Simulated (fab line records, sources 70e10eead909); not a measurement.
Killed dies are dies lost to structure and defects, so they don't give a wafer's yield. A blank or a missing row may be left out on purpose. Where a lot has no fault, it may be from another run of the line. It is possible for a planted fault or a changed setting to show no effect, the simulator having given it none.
Chamber matching | flow nandHarc | cmp-02 running NHARC_A_STAIRCASE_CMP_152: 4 sister chambers
The step polishes. 14 wafers are shown with their chamber, then 7 later ones without.

== WAFERS WITH THEIR CHAMBER ==
wafer  | chamber | motorCurrentA (A)
L812.1 | 1       | 11.2
L812.2 | 2       | 13.0
L812.5 | 2       | 13.5
L811.1 | 0       | 11.4
L811.2 | 1       | 11.3
L811.6 | 2       | 13.8
L818.2 | 0       | 11.4
L818.4 | 1       | 11.4
L818.5 | 3       | 9.9
L820.1 | 1       | 11.6
L820.2 | 3       | 10.2
L820.4 | 0       | 10.6
L829.2 | 0       | 12.0
L829.4 | 3       | 10.3

SIGNATURES, as means of the wafers listed above
reading       | chamber 0 | chamber 1 | chamber 2 | chamber 3 | scatter within a chamber
motorCurrentA | 11.350    | 11.375    | 13.433    | 10.133    | 0.386
Rule: for a wafer and a chamber, the distance is found by dividing, reading by reading, the gap between the wafer's reading and the chamber's mean by the reading's scatter, squaring, summing and taking the root. The wafer belongs to the nearest chamber; if the next one is less than 2 further off, it can't be placed. The scatter: take each reading less its chamber's mean, square it, sum over the shown wafers, divide by the number of wafers less the number of chambers, and take the root.

== WAFERS WHOSE CHAMBER IS MISSING ==
wafer  | motorCurrentA (A)
L829.5 | 13.5
L826.1 | 11.6
L826.2 | 11.3
L826.4 | 13.8
L830.3 | 10.7
L830.4 | 11.3
L830.5 | 11.8

== WHICH CHAMBER EACH WENT THROUGH ==
wafer  | from the rows above          | in truth
L829.5 | 2                            | 2
L826.1 | can't be placed: 1 or 0      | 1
L826.2 | can't be placed: 0 or 1      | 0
L826.4 | 2                            | 2
L830.3 | can't be placed: 3 or 0 or 1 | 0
L830.4 | can't be placed: 0 or 1      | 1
L830.5 | can't be placed: 1 or 0      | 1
Correctly placed: 2 of 7. Unplaceable from these rows: 5, with the true chamber sitting among the candidates in 5. 0 placed wrongly.
